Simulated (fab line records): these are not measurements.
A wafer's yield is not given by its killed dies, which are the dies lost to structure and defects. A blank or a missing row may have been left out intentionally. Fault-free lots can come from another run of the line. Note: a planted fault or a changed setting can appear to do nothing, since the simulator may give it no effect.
Split-lot study :: flow n5-finfet :: on a route of 1938 steps: 7 lots, 39 wafers read

== THE SPLIT ==
At N5_SD_EPI_N_DEVELOP_08 (develop time 30 s), the setting develop-time-s was moved away from the recipe's 30 s on 15 of the 39 wafers read, by -48.9% to +58.0%. This setting was run at the recipe's value on the other wafers.

There is no step in the file separating the split from the reading.

== THE READING ==
cd-nm at N5_SD_EPI_N_CD_MEAS_09, given in nm (cd target 120 nm). On this fab line, fault-free wafers typically give 120.0 nm with a standard deviation of 0.72 nm.

wafer: L076.3
tool, chamber at the split: litho-track-01, 0
develop-time-s as run, s: 30
against the recipe: recipe
cd-nm, nm: 119.3
against lot-mates on the recipe: -

wafer: L076.4
tool, chamber at the split: litho-track-01, 0
develop-time-s as run, s: 30
against the recipe: recipe
cd-nm, nm: 120.7
against lot-mates on the recipe: -

wafer: L076.5
tool, chamber at the split: litho-track-01, 0
develop-time-s as run, s: 30
against the recipe: recipe
cd-nm, nm: 119.8
against lot-mates on the recipe: -

wafer: L079.1
tool, chamber at the split: litho-track-02, 0
develop-time-s as run, s: 30
against the recipe: recipe
cd-nm, nm: 120.4
against lot-mates on the recipe: -

wafer: L079.2
tool, chamber at the split: litho-track-02, 0
develop-time-s as run, s: 40.37
against the recipe: +34.6%
cd-nm, nm: 123.0
against lot-mates on the recipe: +3.0

wafer: L079.3
tool, chamber at the split: litho-track-02, 0
develop-time-s as run, s: 40.37
against the recipe: +34.6%
cd-nm, nm: 121.8
against lot-mates on the recipe: +1.8

wafer: L079.4
tool, chamber at the split: litho-track-02, 0
develop-time-s as run, s: 30
against the recipe: recipe
cd-nm, nm: 119.6
against lot-mates on the recipe: -

wafer: L079.5
tool, chamber at the split: litho-track-02, 0
develop-time-s as run, s: 30
against the recipe: recipe
cd-nm, nm: 120.1
against lot-mates on the recipe: -

wafer: L079.6
tool, chamber at the split: litho-track-02, 0
develop-time-s as run, s: 40.37
against the recipe: +34.6%
cd-nm, nm: 121.6
against lot-mates on the recipe: +1.6

wafer: L081.1
tool, chamber at the split: litho-track-02, 0
develop-time-s as run, s: 30
against the recipe: recipe
cd-nm, nm: 119.9
against lot-mates on the recipe: -

wafer: L081.2
tool, chamber at the split: litho-track-02, 0
develop-time-s as run, s: 30
against the recipe: recipe
cd-nm, nm: 119.4
against lot-mates on the recipe: -

wafer: L081.3
tool, chamber at the split: litho-track-02, 0
develop-time-s as run, s: 36
against the recipe: +20.0%
cd-nm, nm: 121.5
against lot-mates on the recipe: +1.8

wafer: L081.4
tool, chamber at the split: litho-track-02, 0
develop-time-s as run, s: 30
against the recipe: recipe
cd-nm, nm: 119.9
against lot-mates on the recipe: -

wafer: L081.5
tool, chamber at the split: litho-track-02, 0
develop-time-s as run, s: 36
against the recipe: +20.0%
cd-nm, nm: 119.8
against lot-mates on the recipe: +0.1

wafer: L081.6
tool, chamber at the split: litho-track-02, 0
develop-time-s as run, s: 36
against the recipe: +20.0%
cd-nm, nm: 120.7
against lot-mates on the recipe: +1.0

wafer: L091.1
tool, chamber at the split: litho-track-02, 0
develop-time-s as run, s: 30
against the recipe: recipe
cd-nm, nm: 120.0
against lot-mates on the recipe: -

wafer: L091.2
tool, chamber at the split: litho-track-02, 0
develop-time-s as run, s: 15.34
against the recipe: -48.9%
cd-nm, nm: 116.8
against lot-mates on the recipe: -3.3

wafer: L091.3
tool, chamber at the split: litho-track-02, 0
develop-time-s as run, s: 30
against the recipe: recipe
cd-nm, nm: 120.6
against lot-mates on the recipe: -

wafer: L091.4
tool, chamber at the split: litho-track-02, 0
develop-time-s as run, s: 15.34
against the recipe: -48.9%
cd-nm, nm: 116.7
against lot-mates on the recipe: -3.4

wafer: L091.5
tool, chamber at the split: litho-track-02, 0
develop-time-s as run, s: 15.34
against the recipe: -48.9%
cd-nm, nm: 116.1
against lot-mates on the recipe: -4.0

wafer: L091.6
tool, chamber at the split: litho-track-02, 0
develop-time-s as run, s: 30
against the recipe: recipe
cd-nm, nm: 119.8
against lot-mates on the recipe: -

wafer: L092.1
tool, chamber at the split: litho-track-01, 0
develop-time-s as run, s: 30
against the recipe: recipe
cd-nm, nm: 120.1
against lot-mates on the recipe: -

wafer: L092.2
tool, chamber at the split: litho-track-01, 0
develop-time-s as run, s: 30
against the recipe: recipe
cd-nm, nm: 120.1
against lot-mates on the recipe: -

wafer: L092.3
tool, chamber at the split: litho-track-01, 0
develop-time-s as run, s: 30
against the recipe: recipe
cd-nm, nm: 119.8
against lot-mates on the recipe: -

wafer: L092.4
tool, chamber at the split: litho-track-01, 0
develop-time-s as run, s: 30
against the recipe: recipe
cd-nm, nm: 119.2
against lot-mates on the recipe: -

wafer: L092.5
tool, chamber at the split: litho-track-01, 0
develop-time-s as run, s: 30
against the recipe: recipe
cd-nm, nm: 119.9
against lot-mates on the recipe: -

wafer: L092.6
tool, chamber at the split: litho-track-01, 0
develop-time-s as run, s: 30
against the recipe: recipe
cd-nm, nm: 120.3
against lot-mates on the recipe: -

wafer: L094.1
tool, chamber at the split: litho-track-02, 0
develop-time-s as run, s: 30
against the recipe: recipe
cd-nm, nm: 119.4
against lot-mates on the recipe: -

wafer: L094.2
tool, chamber at the split: litho-track-02, 0
develop-time-s as run, s: 30
against the recipe: recipe
cd-nm, nm: 119.1
against lot-mates on the recipe: -

wafer: L094.3
tool, chamber at the split: litho-track-02, 0
develop-time-s as run, s: 41.4
against the recipe: +38.0%
cd-nm, nm: 120.9
against lot-mates on the recipe: +1.9

wafer: L094.4
tool, chamber at the split: litho-track-02, 0
develop-time-s as run, s: 41.4
against the recipe: +38.0%
cd-nm, nm: 120.5
against lot-mates on the recipe: +1.5

wafer: L094.5
tool, chamber at the split: litho-track-02, 0
develop-time-s as run, s: 41.4
against the recipe: +38.0%
cd-nm, nm: 120.5
against lot-mates on the recipe: +1.5

wafer: L094.6
tool, chamber at the split: litho-track-02, 0
develop-time-s as run, s: 30
against the recipe: recipe
cd-nm, nm: 118.5
against lot-mates on the recipe: -

wafer: L095.1
tool, chamber at the split: litho-track-01, 0
develop-time-s as run, s: 30
against the recipe: recipe
cd-nm, nm: 119.5
against lot-mates on the recipe: -

wafer: L095.2
tool, chamber at the split: litho-track-01, 0
develop-time-s as run, s: 47.39
against the recipe: +58.0%
cd-nm, nm: 122.6
against lot-mates on the recipe: +2.5

wafer: L095.3
tool, chamber at the split: litho-track-01, 0
develop-time-s as run, s: 30
against the recipe: recipe
cd-nm, nm: 121.1
against lot-mates on the recipe: -

wafer: L095.4
tool, chamber at the split: litho-track-01, 0
develop-time-s as run, s: 47.39
against the recipe: +58.0%
cd-nm, nm: 123.5
against lot-mates on the recipe: +3.4

wafer: L095.5
tool, chamber at the split: litho-track-01, 0
develop-time-s as run, s: 30
against the recipe: recipe
cd-nm, nm: 119.7
against lot-mates on the recipe: -

wafer: L095.6
tool, chamber at the split: litho-track-01, 0
develop-time-s as run, s: 47.39
against the recipe: +58.0%
cd-nm, nm: 122.8
against lot-mates on the recipe: +2.7

THE FIT
A straight line over all 39 wafers: cd-nm changes by +0.055 nm for each +1% of develop-time-s; r = +0.90; the points scatter about the line by 0.67 nm.
The same after taking each lot's own level away (the mean of its wafers on the recipe; 39 wafers): +0.0581 nm for each +1%; r = +0.94; scatter 0.54 nm.
Per that fit: largest develop-time-s move, reading shift of 3.4 nm.
Measured against the standard deviation above, the lots' own levels, which go from 119.00 to 120.13 nm, span 1.6 times it.
The two slopes are in agreement: the lot-to-lot level therefore moves the slope only a little.
Check: +3.33 nm against its lot-mates is what the line predicts for one of the wafers moved furthest among these (+58.0%) when that wafer is left out of the fit. Against them it came out at +2.5 nm.

== OTHER SPLITS ON THESE WAFERS ==
Other splits were also applied to these wafers ahead of the reading. Each is held against what the fit with the lots' levels taken away leaves over:
other split on the same wafers: N5_FIN_SAQP_PECVD_47 time-s
wafers away from the commonest value: 9
r with cd-nm (lot level and that fit taken away): -0.19

== THE WHOLE CHAIN: every reading that the file lists as answering this split, in the file's order ==
step: N5_SD_EPI_N_CD_MEAS_09
what it does: target cd 120 nm
reading: cd-nm
change (the file's fit): +0.0567 nm for each +1% of the setting
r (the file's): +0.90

step: N5_SD_EPI_N_DESCUM_14
what it does: chemistry O2, time 7.9 s
reading: SD_EPI_N.cd-nm (the simulator's own value, which no gauge read)
change (the file's fit): +0.0574 nm for each +1% of the setting
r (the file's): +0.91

step: N5_SD_EPI_N_ETCH_34
what it does: etches SiARC in CF4, target depth 45.5 nm, time 75.8 s
reading: SD_EPI_N.cd-nm (the simulator's own value, which no gauge read)
change (the file's fit): +0.0553 nm for each +1% of the setting
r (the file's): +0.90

== FILE'S OWN FIT ==
cd-nm changes by +0.0567 nm for each +1% of develop-time-s, r = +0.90.
